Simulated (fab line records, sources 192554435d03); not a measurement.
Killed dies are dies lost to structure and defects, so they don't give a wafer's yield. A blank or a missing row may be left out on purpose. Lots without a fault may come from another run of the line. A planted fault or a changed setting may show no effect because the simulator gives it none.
fab line records | flow n5_finfet
record lots=12 wafers=33 last_day=18
route steps=1938 shown BEOL_M3@989 BEOL_M4@1111 PASSIVATION@1936
lots that met no fault: from a run of the same line without faults
start_h: hours from the record's first day to the start of the lot's first wafer shown | wait_h: hours since the lot's step before | " the same as in the row above | L1.1+2: a row that stands for several wafers | - no value, or no start given | * or withheld: withheld | < > ~ a bound
route shown NAME@n: a module of which the file shows steps, and the number in the route of the first | usual: mean/standard deviation of fault-free wafers | same: alike in all rows | chamber/n: place in a boat | sites: the reading at each site | _std_site: their standard deviation | _edge_site: outer sites' mean less inner sites' | radius_mm: how far each site lies from the wafer's centre | mask NAME#n: copy n | behind: the tool/chamber that last shaped the wafer | hold: why the lot was held/for how many hours/how that ended | device: the transistor (n, p or np) that didn't switch | end of line: the same wafers' tests at the end of the route | a step without rows: its recipe alone | killed: dies lost to structure and defects at the first sort, not the wafer's yield | map: a wafer's dies, x killed, . not, _ none there
set.NAME: the setting as run; set.NAME@STEP: as run at that earlier step | model.NAME: the simulator's own value behind a step, which no gauge read
steps of the route over a sample of lots; a table a step, a row a wafer
services: from which hour (start_h, from the record's first day; less than 0 if before it) a tool's chamber was out of use, for how many hours, and why
## steps
# step N5_BEOL_M3_DEGAS_44
# recipe ambient=vacuum temp_c=250 time_s=60
# usual heater_power_w=338/32
# columns lot.wafer tool chamber start_h wait_h heater_power_w
L213.1 pvd_sputter-02 - 177.84 0.6 286
L213.4 " - " " 370
L213.6 " - " " 355
L214.1 pvd_sputter-02 - 181.32 0.6 361
L214.4 " - " " 398
L215.1 pvd_sputter-03 - 188.90 0.0 347
L215.2 " - " " 308
L215.3 " - " " 306
L216.3 pvd_sputter-03 - 194.96 0.1 349
L216.5 " - " " 351
L218.1 pvd_sputter-03 - 199.90 1.6 343
L218.2 " - " " 314
L218.6 " - " " 312
L220.1 pvd_sputter-03 - 219.05 0.5 339
L220.2 " - " " 357
L220.3 " - " " 310
L223.1 pvd_sputter-01 - 230.16 0.6 337
L223.2 " - " " 346
L223.6 " - " " 322
L222.1 pvd_sputter-01 - 230.24 0.7 356
L222.3 " - " " 309
L222.5 " - " " 351
L224.1 pvd_sputter-01 - 237.70 0.5 316
L224.2 " - " " 356
L224.5 " - " " 309
L232.3 pvd_sputter-01 - 287.00 0.7 354
L232.6 " - " " 351
L230.1 pvd_sputter-02 - 293.36 0.1 359
L230.5 " - " " 403
L230.6 " - " " 369
L231.3 pvd_sputter-01 - 298.59 0.2 309
L231.4 " - " " 357
L231.5 " - " " 316
# step N5_BEOL_M3_SURFACE_TREAT_85
# recipe gas=Ar time_s=* ion_energy_ev=* ion_current_ma_cm2=0.5 pressure_mtorr=* ar_flow_sccm=30
# usual throttle_valve_pct=*
# columns lot.wafer tool chamber start_h wait_h throttle_valve_pct
L213.1 pvd_sputter-03 - 178.29 0.1 *
L213.4 " - " " *
L213.6 " - " " *
L214.1 pvd_sputter-01 - 181.80 0.3 *
L214.4 " - " " *
L215.1 pvd_sputter-02 - 189.25 0.1 *
L215.2 " - " " *
L215.3 " - " " *
L216.3 pvd_sputter-01 - 195.30 0.1 *
L216.5 " - " " *
L218.1 pvd_sputter-03 - 200.28 0.2 *
L218.2 " - " " *
L218.6 " - " " *
L220.1 pvd_sputter-02 - 219.54 0.2 *
L220.2 " - " " *
L220.3 " - " " *
L223.1 pvd_sputter-03 - 231.71 1.3 *
L223.2 " - " " *
L223.6 " - " " *
L222.1 pvd_sputter-03 - 231.75 1.1 *
L222.3 " - " " *
L222.5 " - " " *
L224.1 pvd_sputter-03 - 238.02 0.1 *
L224.2 " - " " *
L224.5 " - " " *
L232.3 pvd_sputter-01 - 287.36 0.1 *
L232.6 " - " " *
L230.1 pvd_sputter-02 - 295.46 1.9 *
L230.5 " - " " *
L230.6 " - " " *
L231.3 pvd_sputter-02 - 299.00 0.2 *
L231.4 " - " " *
L231.5 " - " " *
# step N5_BEOL_M3_ANNEAL_87
# recipe temp_c=400 time_s=240 ambient=vacuum
# usual heater_power_w=843/68 susceptor_temp_C=400.00/0.25
# columns lot.wafer tool chamber start_h wait_h heater_power_w susceptor_temp_C
L213.1 pvd_sputter-03 - 179.43 0.0 781 400.04
L213.4 " - " " 879 399.98
L213.6 " - " " 858 400.01
L214.1 pvd_sputter-01 - 183.10 0.0 856 399.89
L214.4 " - " " 774 399.81
L215.1 pvd_sputter-01 - 190.62 0.0 861 399.87
L215.2 " - " " 791 399.52
L215.3 " - " " 896 399.87
L216.3 pvd_sputter-01 - 196.34 0.0 809 400.16
L216.5 " - " " 854 400.26
L218.1 pvd_sputter-01 - 201.40 0.0 771 400.19
L218.2 " - " " 875 400.06
L218.6 " - " " 882 400.06
L220.1 pvd_sputter-03 - 221.71 0.0 891 399.66
L220.2 " - " " 779 400.27
L220.3 " - " " 777 400.21
L223.1 pvd_sputter-03 - 233.03 0.0 - -
L223.2 " - " " - -
L223.6 " - " " - -
L222.1 pvd_sputter-01 - 233.32 0.0 - -
L222.3 " - " " - -
L222.5 " - " " - -
L224.1 pvd_sputter-01 - 239.01 0.0 - -
L224.2 " - " " - -
L224.5 " - " " - -
L232.3 pvd_sputter-01 - 288.44 0.0 864 400.04
L232.6 " - " " 766 399.93
L230.1 pvd_sputter-02 - 296.50 0.0 1022 400.24
L230.5 " - " " 872 399.69
L230.6 " - " " 716 400.03
L231.3 pvd_sputter-02 - 300.18 0.0 918 399.57
L231.4 " - " " 1019 399.93
L231.5 " - " " 1014 400.08
# step N5_BEOL_M3_ANNEAL_91
# recipe temp_c=400 time_s=240 ambient=vacuum
# usual heater_power_w=843/66 susceptor_temp_C=400.05/0.21
# columns lot.wafer tool chamber start_h wait_h heater_power_w susceptor_temp_C
L213.1 pvd_sputter-03 - 179.87 0.0 779 400.28
L213.4 " - " " 865 400.16
L213.6 " - " " 863 399.87
L214.1 pvd_sputter-01 - 183.54 0.0 871 399.80
L214.4 " - " " 776 400.25
L215.1 pvd_sputter-01 - 191.06 0.0 877 399.81
L215.2 " - " " 793 400.11
L215.3 " - " " 896 400.13
L216.3 pvd_sputter-01 - 196.78 0.0 776 399.95
L216.5 " - " " 859 400.21
L218.1 pvd_sputter-01 - 201.84 0.0 781 400.05
L218.2 " - " " 912 400.28
L218.6 " - " " 850 399.71
L220.1 pvd_sputter-03 - 222.15 0.0 869 400.47
L220.2 " - " " 781 399.96
L220.3 " - " " 754 400.30
L223.1 pvd_sputter-03 - 233.47 0.0 838 400.19
L223.2 " - " " 776 399.64
L223.6 " - " " 871 400.02
L222.1 pvd_sputter-01 - 233.76 0.0 901 399.90
L222.3 " - " " 876 400.30
L222.5 " - " " 767 400.58
L224.1 pvd_sputter-01 - 239.45 0.0 876 400.13
L224.2 " - " " 782 400.20
L224.5 " - " " 857 400.25
L232.3 pvd_sputter-01 - 288.88 0.0 860 399.81
L232.6 " - " " 786 400.09
L230.1 pvd_sputter-02 - 296.94 0.0 999 400.25
L230.5 " - " " 868 400.02
L230.6 " - " " 720 399.98
L231.3 pvd_sputter-02 - 300.62 0.0 920 400.28
L231.4 " - " " 1003 400.03
L231.5 " - " " 989 399.97
# step N5_BEOL_M4_RC_MEAS_101
# usual DIBL_N=35.8/1.7 DIBL_P=35.9/1.9 IOFF_N=0.151/0.028 IOFF_P=0.21/0.037 ION_N=673/12 ION_P=463/8.3 SS_N=71.4/0.59 SS_P=73.2/0.63 VT_N=250/3.2 VT_P=-250/3.7
# columns lot.wafer tool chamber start_h wait_h DIBL_N[mV/V] DIBL_P[mV/V] IOFF_N[nA/um] IOFF_P[nA/um] ION_N[uA/um] ION_P[uA/um] SS_N[mV/dec] SS_P[mV/dec] VT_N[mV] VT_P[mV]
L214.1 prober-01 0 195.53 0.0 37.4 36.9 0.171 0.26 687 472 71.9 73.9 249 -244
L214.4 " 0 " " 37.7 37.7 0.188 0.28 692 475 71.5 74.0 245 -245
L213.1 prober-02 0 195.85 0.0 35.3 36.6 0.155 0.21 679 469 71.4 73.1 249 -249
L213.4 " 0 " " 33.5 33.1 0.123 0.17 665 461 71.3 73.3 251 -253
L213.6 " 0 " " 31.4 30.7 0.101 0.14 664 458 70.4 72.1 252 -253
L215.1 prober-02 0 201.05 0.0 36.1 36.2 0.155 0.21 687 468 71.8 74.0 247 -249
L215.2 " 0 " " 37.3 38.2 0.185 0.24 696 481 71.4 74.4 245 -247
L215.3 " 0 " " 36.9 36.3 0.167 0.20 676 462 72.4 73.3 248 -252
L216.3 prober-02 0 211.77 0.3 36.9 37.5 0.174 0.19 687 463 70.3 73.3 246 -253
L216.5 " 0 " " 34.2 34.6 0.129 0.16 671 457 70.6 72.7 250 -255
L218.1 prober-02 0 216.35 0.0 39.0 39.7 0.211 0.26 675 462 72.1 73.9 245 -248
L218.2 " 0 " " 37.2 37.8 0.164 0.22 670 458 72.2 73.9 251 -248
L218.6 " 0 " " 37.3 37.9 0.174 0.23 668 459 71.3 73.2 247 -249
L220.1 prober-01 0 232.74 0.0 35.7 36.6 0.149 0.18 683 462 70.8 72.9 251 -254
L220.2 " 0 " " 33.5 33.9 0.116 0.15 666 460 71.0 72.7 252 -259
L220.3 " 0 " " 34.9 36.0 0.136 0.17 656 449 70.9 73.7 249 -254
L223.1 prober-01 0 244.86 0.0 35.9 37.2 0.173 0.24 688 479 71.4 73.3 247 -247
L223.2 " 0 " " 33.8 34.0 0.130 0.20 663 458 71.6 72.7 253 -248
L223.6 " 0 " " 34.0 35.2 0.139 0.21 669 467 71.1 73.0 249 -246
L222.1 prober-02 0 245.16 0.0 35.7 34.5 0.134 0.17 670 458 71.7 72.8 253 -254
L222.3 " 0 " " 38.3 37.7 0.176 0.21 673 455 71.8 73.4 247 -252
L222.5 " 0 " " 35.8 34.8 0.132 0.17 670 463 71.7 72.5 251 -255
L224.1 prober-01 0 253.85 0.0 36.9 36.0 0.167 0.20 669 456 71.9 73.1 250 -252
L224.2 " 0 " " 37.8 36.6 0.182 0.21 679 463 71.3 73.6 245 -249
L224.5 " 0 " " 36.8 35.3 0.162 0.20 684 469 71.2 72.6 248 -252
L232.3 prober-01 0 304.88 0.3 35.0 35.1 0.142 0.21 680 469 70.7 73.4 251 -249
L232.6 " 0 " " 37.7 37.5 0.166 0.24 663 458 71.8 73.3 250 -247
L230.1 prober-01 0 316.96 0.0 39.4 41.1 0.240 0.30 672 459 72.8 74.9 245 -246
L230.5 " 0 " " 37.1 38.3 0.195 0.24 690 467 71.8 73.8 245 -248
L230.6 " 0 " " 38.6 40.0 0.217 0.27 692 474 72.3 74.6 245 -246
L231.3 prober-01 0 321.09 0.3 36.0 35.6 0.137 0.20 661 453 71.3 73.2 254 -247
L231.4 " 0 " " 36.2 35.5 0.147 0.20 674 461 71.9 73.1 254 -252
L231.5 " 0 " " 36.1 35.7 0.145 0.20 667 458 72.2 73.1 254 -248
# step N5_PASSIVATION_PROBE_49
# usual defect_limited_yield=91.4/1.5 killed_at_M0_to_M3=33/9.8 killed_at_M4_up=14/5.5 killed_at_contacts=12/6.5 killed_at_front_end=38/11 killed_at_other=3/3.1 killed_dies=101/17 killed_open=66/13 killed_short=32/7.5 sort_bin_5_function=5.0/1 sort_bin_6_memory=3.2/0.69 sort_n_pass=1079/17 sort_yield_pct=91.4/1.5
# same gross_dies=1180 killed_at_back_side=0 sort_bin_4_leakage[%]=0 sort_bin_8_speed[%]=0
# columns lot.wafer tool chamber start_h wait_h defect_limited_yield[%] killed_at_M0_to_M3 killed_at_M4_up killed_at_contacts killed_at_front_end killed_at_other killed_dies killed_open killed_short sort_bin_5_function[%] sort_bin_6_memory[%] sort_n_pass sort_yield_pct[%]
L213.1 prober-02 - 289.85 0.0 91.0 22 28 15 41 0 106 76 27 5.8 3.1 1074 91.0
L213.4 prober-02 - 290.00 0.2 90.6 28 17 4 60 2 111 74 35 5.1 4.0 1069 90.6
L213.6 prober-02 - 290.10 0.3 90.3 40 13 8 53 0 114 79 34 6.4 2.9 1066 90.3
L214.1 prober-01 - 297.52 0.0 88.1 59 12 11 59 0 141 90 51 6.8 4.6 1039 88.1
L214.4 prober-01 - 297.67 0.2 88.6 41 15 15 55 8 134 89 43 7.2 3.9 1046 88.6
L215.1 prober-02 - 313.41 0.0 89.2 38 8 30 48 4 128 93 32 6.6 4.0 1052 89.2
L215.2 prober-02 - 313.46 0.1 91.3 38 8 12 40 5 103 70 31 5.7 2.7 1077 91.3
L215.3 prober-02 - 313.51 0.1 91.2 33 17 7 47 0 104 73 28 4.6 3.6 1076 91.2
L216.3 prober-02 - 315.16 0.1 89.9 36 12 18 47 6 119 82 33 6.6 3.0 1061 89.9
L216.5 prober-02 - 315.26 0.2 88.7 47 9 9 55 13 133 91 42 6.5 4.0 1047 88.7
L218.1 prober-01 - 327.25 0.0 90.8 25 19 10 52 2 108 69 35 5.8 3.2 1072 90.8
L218.2 prober-01 - 327.30 0.1 91.8 35 13 11 30 8 97 60 30 5.3 2.2 1083 91.8
L218.6 prober-01 - 327.50 0.3 91.4 37 11 14 36 3 101 70 25 4.4 3.9 1079 91.4
L220.1 prober-01 - 338.82 0.0 92.1 21 16 5 50 1 93 63 28 5.3 2.5 1087 92.1
L220.2 prober-01 - 338.87 0.1 91.2 35 18 14 36 1 104 77 26 4.9 3.5 1076 91.2
L220.3 prober-01 - 338.92 0.1 90.8 31 18 19 39 1 108 72 34 5.1 3.8 1072 90.8
L222.1 prober-01 - 355.25 0.0 93.6 24 16 13 22 1 76 55 19 4.1 2.2 1104 93.6
L222.3 prober-01 - 355.35 0.1 93.7 34 6 5 27 2 74 44 28 3.6 2.5 1106 93.7
L222.5 prober-01 - 355.45 0.2 93.9 16 21 7 28 0 72 52 19 3.3 2.6 1108 93.9
L223.1 prober-01 - 361.90 0.0 93.4 29 6 12 27 4 78 48 29 4.4 2.0 1102 93.4
L223.2 prober-01 - 361.95 0.1 92.2 24 17 6 44 1 92 63 19 3.9 2.7 1088 92.2
L223.6 prober-01 - 362.15 0.3 92.1 43 9 9 30 2 93 62 31 4.6 3.0 1087 92.1
L224.1 prober-02 - 365.60 0.0 92.5 24 15 3 46 1 89 55 34 4.0 3.2 1091 92.5
L224.2 prober-02 - 365.65 0.1 92.9 37 14 8 23 2 84 53 28 4.3 2.5 1096 92.9
L224.5 prober-02 - 365.80 0.2 91.8 39 11 4 43 0 97 59 37 4.5 3.5 1083 91.8
L232.3 prober-01 - 405.89 0.1 92.2 26 10 14 37 5 92 58 31 4.8 2.6 1088 92.2
L232.6 prober-01 - 406.04 0.3 92.7 25 13 13 35 0 86 51 34 3.4 3.6 1094 92.7
L231.3 prober-02 - 417.67 0.1 89.7 34 11 21 38 17 121 74 40 4.9 4.4 1059 89.7
L231.4 prober-02 - 417.72 0.2 92.9 36 9 5 29 5 84 49 33 4.5 2.4 1096 92.9
L231.5 prober-02 - 417.77 0.2 91.0 40 15 18 29 4 106 70 35 5.8 2.9 1074 91.0
L230.1 prober-01 - 421.86 0.0 89.3 39 21 28 34 4 126 76 45 6.5 3.8 1054 89.3
L230.5 prober-01 - 422.06 0.2 90.9 22 23 27 29 6 107 70 32 5.8 3.0 1073 90.9
L230.6 prober-01 - 422.11 0.3 93.1 30 9 13 30 0 82 54 28 4.4 2.5 1098 93.1
# killed by level:class
L213.1 MOL_CONTACT_COAG:geometric_particle:open=12 FIN_SAQP:geometric_particle:open=11 BEOL_M4:geometric_particle:open=8 BEOL_M5:geometric_particle:open=8 FIN_SAQP:geometric_particle:short=6 DUMMY_GATE:geometric_particle:open=5 BEOL_M1:geometric_particle:open=5 STI_FIN_REVEAL:geometric_particle:open=4
L213.4 FIN_SAQP:geometric_particle:open=19 FIN_SAQP:geometric_particle:short=16 BEOL_M3:geometric_particle:open=13 BEOL_M4:geometric_particle:open=10 STI_FIN_REVEAL:geometric_particle:open=5 BEOL_M3:geometric_particle:short=4 BEOL_M6:geometric_particle:open=3 STI_FIN_REVEAL:geometric_particle:short=3
L213.6 FIN_SAQP:geometric_particle:open=16 FIN_SAQP:geometric_particle:short=11 BEOL_M1:geometric_particle:open=11 STI_FIN_REVEAL:geometric_particle:open=10 BEOL_M0_SAQP:geometric_particle:open=10 BEOL_M0_SAQP:geometric_particle:short=8 BEOL_M4:geometric_particle:open=6 MOL_CONTACT_COAG:geometric_particle:open=5
L214.1 BEOL_M3:geometric_particle:open=17 BEOL_M0_SAQP:geometric_particle:short=16 STI_FIN_REVEAL:geometric_particle:open=12 MOL_CONTACT_COAG:geometric_particle:open=9 BEOL_M0_SAQP:geometric_particle:open=9 DUMMY_GATE:geometric_particle:open=7 ILD0:geometric_particle:short=7 GATE_CUT:geometric_particle:short=7
L214.4 STI_FIN_REVEAL:geometric_particle:open=18 BEOL_M3:geometric_particle:open=16 MOL_CONTACT_COAG:geometric_particle:open=13 BEOL_M0_SAQP:geometric_particle:short=9 FIN_SAQP:geometric_particle:open=8 GATE_CUT:geometric_particle:open=6 GATE_CUT:geometric_particle:short=5 BEOL_M0_SAQP:geometric_particle:open=5
L215.1 MOL_CONTACT_COAG:geometric_particle:open=22 STI_FIN_REVEAL:geometric_particle:open=16 BEOL_M0_SAQP:geometric_particle:open=13 BEOL_M3:geometric_particle:open=9 FIN_SAQP:geometric_particle:open=8 MOL_CONTACT_COAG:geometric_particle:short=8 BEOL_M0_SAQP:geometric_particle:short=6 STARTING-WAFER:geometric_particle:open=6
L215.2 FIN_SAQP:geometric_particle:open=13 FIN_SAQP:geometric_particle:short=11 MOL_CONTACT_COAG:geometric_particle:open=10 BEOL_M3:geometric_particle:open=10 BEOL_M2:geometric_particle:open=9 GATE_CUT:geometric_particle:short=7 BEOL_M1:geometric_particle:open=7 BEOL_M0_SAQP:geometric_particle:open=5
L215.3 FIN_SAQP:geometric_particle:open=12 FIN_SAQP:geometric_particle:short=10 BEOL_M3:geometric_particle:open=10 BEOL_M2:geometric_particle:open=9 BEOL_M0_SAQP:geometric_particle:short=7 MOL_CONTACT_COAG:geometric_particle:open=7 BEOL_M4:geometric_particle:open=6 STI_FIN_REVEAL:geometric_particle:open=5
L216.3 FIN_SAQP:geometric_particle:open=16 MOL_CONTACT_COAG:geometric_particle:open=15 BEOL_M0_SAQP:geometric_particle:short=10 BEOL_M2:geometric_particle:open=9 BEOL_M7:geometric_particle:open=7 STI_FIN_REVEAL:geometric_particle:open=6 DUMMY_GATE:geometric_particle:open=5 BEOL_M0_SAQP:geometric_particle:open=5
L216.5 FIN_SAQP:geometric_particle:open=23 BEOL_M0_SAQP:geometric_particle:open=16 FIN_SAQP:geometric_particle:short=10 PASS1_DEP:geometric_particle:open=9 BEOL_M0_SAQP:geometric_particle:short=9 STI_FIN_REVEAL:geometric_particle:open=8 BEOL_M2:geometric_particle:open=7 MOL_CONTACT_COAG:geometric_particle:open=7
L218.1 STI_FIN_REVEAL:geometric_particle:open=13 FIN_SAQP:geometric_particle:open=11 MOL_CONTACT_COAG:geometric_particle:open=7 BEOL_M1:geometric_particle:open=7 FIN_SAQP:geometric_particle:short=5 BEOL_M0_SAQP:geometric_particle:short=5 BEOL_M4:geometric_particle:open=5 STI_FIN_REVEAL:geometric_particle:short=4
L218.2 BEOL_M1:geometric_particle:open=9 MOL_CONTACT_COAG:geometric_particle:open=8 BEOL_M2:geometric_particle:open=7 FIN_SAQP:geometric_particle:open=6 BEOL_M3:geometric_particle:open=6 STI_FIN_REVEAL:geometric_particle:open=5 BEOL_M2:geometric_particle:short=5 BEOL_M0_SAQP:geometric_particle:short=4
L218.6 MOL_CONTACT_COAG:geometric_particle:open=11 STI_FIN_REVEAL:geometric_particle:open=10 FIN_SAQP:geometric_particle:open=8 BEOL_M0_SAQP:geometric_particle:short=8 BEOL_M2:geometric_particle:open=8 BEOL_M1:geometric_particle:open=6 BEOL_M3:geometric_particle:open=6 DUMMY_GATE:geometric_particle:open=5
L220.1 STI_FIN_REVEAL:geometric_particle:open=14 FIN_SAQP:geometric_particle:short=10 BEOL_M4:geometric_particle:open=9 FIN_SAQP:geometric_particle:open=8 BEOL_M1:geometric_particle:open=7 BEOL_M1:geometric_particle:short=6 ILD0:geometric_particle:short=5 MOL_CONTACT_COAG:geometric_particle:open=5
L220.2 BEOL_M3:geometric_particle:open=12 BEOL_M2:geometric_particle:open=11 FIN_SAQP:geometric_particle:open=10 MOL_CONTACT_COAG:geometric_particle:open=9 BEOL_M4:geometric_particle:open=9 FIN_SAQP:geometric_particle:short=5 STI_FIN_REVEAL:geometric_particle:open=5 MOL_CONTACT_COAG:geometric_particle:short=5
L220.3 MOL_CONTACT_COAG:geometric_particle:open=17 STI_FIN_REVEAL:geometric_particle:open=12 BEOL_M4:geometric_particle:open=10 BEOL_M0_SAQP:geometric_particle:short=7 BEOL_M1:geometric_particle:open=7 ILD0:geometric_particle:short=6 BEOL_M2:geometric_particle:open=6 BEOL_M0_SAQP:geometric_particle:open=5
L222.1 MOL_CONTACT_COAG:geometric_particle:open=10 BEOL_M4:geometric_particle:open=10 BEOL_M0_SAQP:geometric_particle:open=8 DUMMY_GATE:geometric_particle:open=5 STI_FIN_REVEAL:geometric_particle:open=4 BEOL_M0_SAQP:geometric_particle:short=4 BEOL_M1:geometric_particle:open=4 FIN_SAQP:geometric_particle:open=3
L222.3 BEOL_M0_SAQP:geometric_particle:short=13 BEOL_M0_SAQP:geometric_particle:open=8 FIN_SAQP:geometric_particle:open=6 FIN_SAQP:geometric_particle:short=5 STI_FIN_REVEAL:geometric_particle:open=5 MOL_CONTACT_COAG:geometric_particle:open=5 BEOL_M0:geometric_particle:open=4 ILD0:geometric_particle:open=3
L222.5 BEOL_M4:geometric_particle:open=9 FIN_SAQP:geometric_particle:short=6 STI_FIN_REVEAL:geometric_particle:open=6 MOL_CONTACT_COAG:geometric_particle:open=5 DUMMY_GATE:geometric_particle:open=4 BEOL_M1:geometric_particle:open=4 BEOL_M3:geometric_particle:open=4 BEOL_M5:geometric_particle:open=3
L223.1 MOL_CONTACT_COAG:geometric_particle:open=9 BEOL_M0_SAQP:geometric_particle:short=8 BEOL_M0_SAQP:geometric_particle:open=7 BEOL_M2:geometric_particle:open=7 FIN_SAQP:geometric_particle:open=6 STARTING-WAFER:geometric_particle:short=6 GATE_CUT:geometric_particle:short=5 ILD0:geometric_particle:open=3
L223.2 BEOL_M4:geometric_particle:open=14 BEOL_M0_SAQP:geometric_particle:open=8 HKMG_FIN:area_etch=8 DUMMY_GATE:geometric_particle:open=7 GATE_CUT:geometric_particle:short=7 FIN_SAQP:geometric_particle:open=6 MOL_CONTACT_COAG:geometric_particle:open=6 BEOL_M0_SAQP:geometric_particle:short=5
L223.6 BEOL_M0_SAQP:geometric_particle:open=11 BEOL_M2:geometric_particle:open=10 BEOL_M0_SAQP:geometric_particle:short=9 FIN_SAQP:geometric_particle:short=8 MOL_CONTACT_COAG:geometric_particle:open=7 BEOL_M1:geometric_particle:open=7 STI_FIN_REVEAL:geometric_particle:open=6 BEOL_M4:geometric_particle:open=5
L224.1 FIN_SAQP:geometric_particle:open=16 GATE_CUT:geometric_particle:short=10 BEOL_M5:geometric_particle:open=7 BEOL_M0_SAQP:geometric_particle:short=5 BEOL_M1:geometric_particle:open=5 BEOL_M1:geometric_particle:short=5 GATE_CUT:geometric_particle:open=4 BEOL_M0_SAQP:geometric_particle:open=4
L224.2 BEOL_M3:geometric_particle:open=10 BEOL_M0_SAQP:geometric_particle:short=9 MOL_CONTACT_COAG:geometric_particle:open=7 BEOL_M3:geometric_particle:short=6 BEOL_M4:geometric_particle:open=6 BEOL_M5:geometric_particle:open=5 DUMMY_GATE:geometric_particle:open=4 GATE_CUT:geometric_particle:short=4
L224.5 FIN_SAQP:geometric_particle:open=9 BEOL_M0_SAQP:geometric_particle:short=9 FIN_SAQP:geometric_particle:short=8 BEOL_M0_SAQP:geometric_particle:open=8 BEOL_M3:geometric_particle:open=8 BEOL_M4:geometric_particle:open=6 BEOL_M3:geometric_particle:short=5 GATE_CUT:geometric_particle:short=4
L232.3 MOL_CONTACT_COAG:geometric_particle:open=11 FIN_SAQP:geometric_particle:short=10 BEOL_M0_SAQP:geometric_particle:open=8 FIN_SAQP:geometric_particle:open=6 BEOL_M1:geometric_particle:open=6 STI_FIN_REVEAL:geometric_particle:open=5 GATE_CUT:geometric_particle:short=5 BEOL_M8:geometric_particle:open=4
L232.6 FIN_SAQP:geometric_particle:short=10 MOL_CONTACT_COAG:geometric_particle:open=10 STI_FIN_REVEAL:geometric_particle:open=7 BEOL_M0_SAQP:geometric_particle:short=7 BEOL_M0_SAQP:geometric_particle:open=6 BEOL_M4:geometric_particle:open=6 BEOL_M2:geometric_particle:short=4 STARTING-WAFER:geometric_particle:short=4
L231.3 MOL_CONTACT_COAG:geometric_particle:open=18 BEOL_M3:geometric_particle:open=9 PASS1_CAP:geometric_particle:short=8 DUMMY_GATE:geometric_particle:open=7 BEOL_M0_SAQP:geometric_particle:short=7 BEOL_M0_SAQP:geometric_particle:open=6 HKMG_FIN:area_etch=6 FIN_SAQP:geometric_particle:open=5
L231.4 BEOL_M0_SAQP:geometric_particle:open=8 BEOL_M2:geometric_particle:open=7 BEOL_M0_SAQP:geometric_particle:short=6 MOL_CONTACT_COAG:geometric_particle:open=5 STARTING-WAFER:geometric_particle:open=5 DUMMY_GATE:geometric_particle:short=4 STARTING-WAFER:geometric_particle:short=4 STI_FIN_REVEAL:geometric_particle:open=3
L231.5 MOL_CONTACT_COAG:geometric_particle:open=15 BEOL_M3:geometric_particle:open=11 BEOL_M0_SAQP:geometric_particle:short=8 BEOL_M5:geometric_particle:open=7 STI_FIN_REVEAL:geometric_particle:open=5 BEOL_M0_SAQP:geometric_particle:open=5 BEOL_M2:geometric_particle:open=5 DUMMY_GATE:geometric_particle:open=4
L230.1 MOL_CONTACT_COAG:geometric_particle:open=19 BEOL_M0_SAQP:geometric_particle:short=12 MOL_CONTACT_COAG:geometric_particle:short=9 BEOL_M4:geometric_particle:open=8 STI_FIN_REVEAL:geometric_particle:open=7 FIN_SAQP:geometric_particle:short=6 FIN_SAQP:geometric_particle:open=6 BEOL_M2:geometric_particle:open=6
L230.5 MOL_CONTACT_COAG:geometric_particle:open=22 FIN_SAQP:geometric_particle:open=6 BEOL_M4:geometric_particle:open=6 GATE_CUT:geometric_particle:short=5 MOL_CONTACT_COAG:geometric_particle:short=5 BEOL_M0_SAQP:geometric_particle:short=5 BEOL_M5:geometric_particle:open=4 BEOL_M2:geometric_particle:open=4
L230.6 MOL_CONTACT_COAG:geometric_particle:open=11 BEOL_M0_SAQP:geometric_particle:short=11 FIN_SAQP:geometric_particle:open=10 BEOL_M0_SAQP:geometric_particle:open=7 FIN_SAQP:geometric_particle:short=4 BEOL_M4:geometric_particle:open=4 BEOL_M1:geometric_particle:open=4 STI_FIN_REVEAL:geometric_particle:open=3
## services
# columns tool chamber start_h hours kind
pvd_sputter-03 - 276.23 36.1 repair
## key
first_sign step=N5_BEOL_M3_ANNEAL_87 reading=tool_record direction=missing
effect none on later readings
met_at N5_BEOL_M3_ANNEAL_87
struck_lots L222,L223,L224
not_acting_at N5_BEOL_M3_DEGAS_44,N5_BEOL_M3_SURFACE_TREAT_85,N5_BEOL_M3_ANNEAL_91
onset_between 221.71 233.03
fault kind=skipped_step_whole tool=pvd_sputter-01,pvd_sputter-03 chamber=- onset_h=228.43 steps=N5_BEOL_M3_ANNEAL_87 scope=struck_lots_only
